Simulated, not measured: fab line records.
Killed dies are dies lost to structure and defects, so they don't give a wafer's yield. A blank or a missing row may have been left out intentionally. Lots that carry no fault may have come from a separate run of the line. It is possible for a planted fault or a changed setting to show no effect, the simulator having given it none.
A struck lot beside a sound one | flow nand_harc | 15 out of 1159 route steps
Sound: these wafers, L875.1, L875.4, L875.6. The struck wafers were L887.1, L887.2, L887.4. Last of all comes the cause.
Each step with rows lists, per side, the tool, then ch with its chambers, then its first start. Under that, the readings that differ: sound wafers | struck wafers | difference of the means | sigmas: that difference in standard deviations of wafers without a fault.
alike: same words and numbers on both sides, and readings whose means sit less than 2 such deviations apart. not compared: any withheld reading, any reading some wafer has no value for, any bound like >300 that may hide the same value, and any number with overlapping values for which the record gives no deviation.
Wherever a step has rows on one side only, a row that says differs or no value, or a row with sigmas, the two part there. When numbers do not overlap yet have no deviation, they are printed without sigmas and do not part them. A reading missing from all wafers of one side parts the sides only when that side holds two or more wafers.

NHARC_P_CONTACT_INSPECT_14:
  struck on defect_inspect-01, day 9 03:50; sound on defect_inspect-01, day 5 23:25
  alike: raw_defect_count
then, 1 step without rows for these wafers: NHARC_P_CONTACT_DESCUM_17 (chemistry O2, time 3 s).
NHARC_P_CONTACT_ETCH_35: etches the open film in CF4, target depth 39 nm, time 65 s.
  sound on rie_diel-01 ch 1,3, day 5 23:34; struck on rie_diel-12 ch 0,1,3, day 9 03:59
  alike: drypump_motor_current_A, mfc_ar_sccm, oes_product_au, rf_fwd_power_W, rf_vpp_V, showerhead_plenum_p_Torr, throttle_valve_pct
  not compared: rf_hours_counter_h
then, 3 steps without rows for these wafers: NHARC_P_CONTACT_ETCH_36 (etches the open film in N2/H2, target depth 260 nm, time 406.25 s); NHARC_P_CONTACT_ETCH_18 (etches the open film in C4F8/O2/Ar, target depth 481 nm, time 240.5 s); NHARC_P_CONTACT_STRIP_37 (strips in C4F8/O2/Ar).
NHARC_P_CONTACT_ETCH_31: etches the open film in CH3F/O2, target depth 30 nm, time 85.7 s.
  sound on rie_diel-01 ch 1,2,3; struck on rie_diel-12 ch 0,1,3
  alike: drypump_motor_current_A, mfc_ar_sccm, oes_product_au, rf_fwd_power_W, rf_vpp_V, showerhead_plenum_p_Torr, throttle_valve_pct
  not compared: rf_hours_counter_h
NHARC_P_CONTACT_CD_MEAS_19:
  struck on cd_sem-01, day 9 04:46; sound on cd_sem-03, day 6 00:21
  alike: cd_nm
NHARC_P_CONTACT_STRIP_28: strips in O2.
  sound on rie_diel-11 ch 0,2,3, day 6 00:26; struck on rie_diel-01 ch 0,2,3, day 9 04:51
  alike: drypump_motor_current_A, mfc_ar_sccm, oes_product_au, rf_vpp_V, showerhead_plenum_p_Torr, throttle_valve_pct
  not compared: rf_hours_counter_h
then, 1 step without rows for these wafers: NHARC_P_CONTACT_STRIP_29 (strips in post etch residue remover, time 1200 s).
NHARC_P_CONTACT_DEGAS_38: time 60 s.
  struck on pvd_sputter-01, day 9 05:32; sound on pvd_sputter-02, day 6 01:05
  alike: heater_power_w
then, 1 step without rows for these wafers: NHARC_P_CONTACT_PRE_CLEAN_39 (time 19.5 s).
NHARC_P_CONTACT_PVD_32: deposits Ti, target thk 5 nm, time 17.7 s.
  struck on pvd_sputter-01, day 9 05:55; sound on pvd_sputter-02, day 6 01:14
  alike: throttle_valve_pct
NHARC_P_CONTACT_ALD_22: deposits TiN, target thk 3 nm, pulse time 1 s, ald cycles 150.
  sound on ald_metal-03 ch 0,2, day 6 01:20; struck on ald_metal-01 ch 0,1,3, day 9 06:04
  alike: heater_power_w, precursor_pulse_height_rel
NHARC_END_SORT_01:
  the record has rows for the sound wafers here (prober-01 ch 0, day 20 07:23) and none for the struck ones

WHERE THEY PART
Only at NHARC_END_SORT_01, within this record.

WHY: what had been put in by the simulator
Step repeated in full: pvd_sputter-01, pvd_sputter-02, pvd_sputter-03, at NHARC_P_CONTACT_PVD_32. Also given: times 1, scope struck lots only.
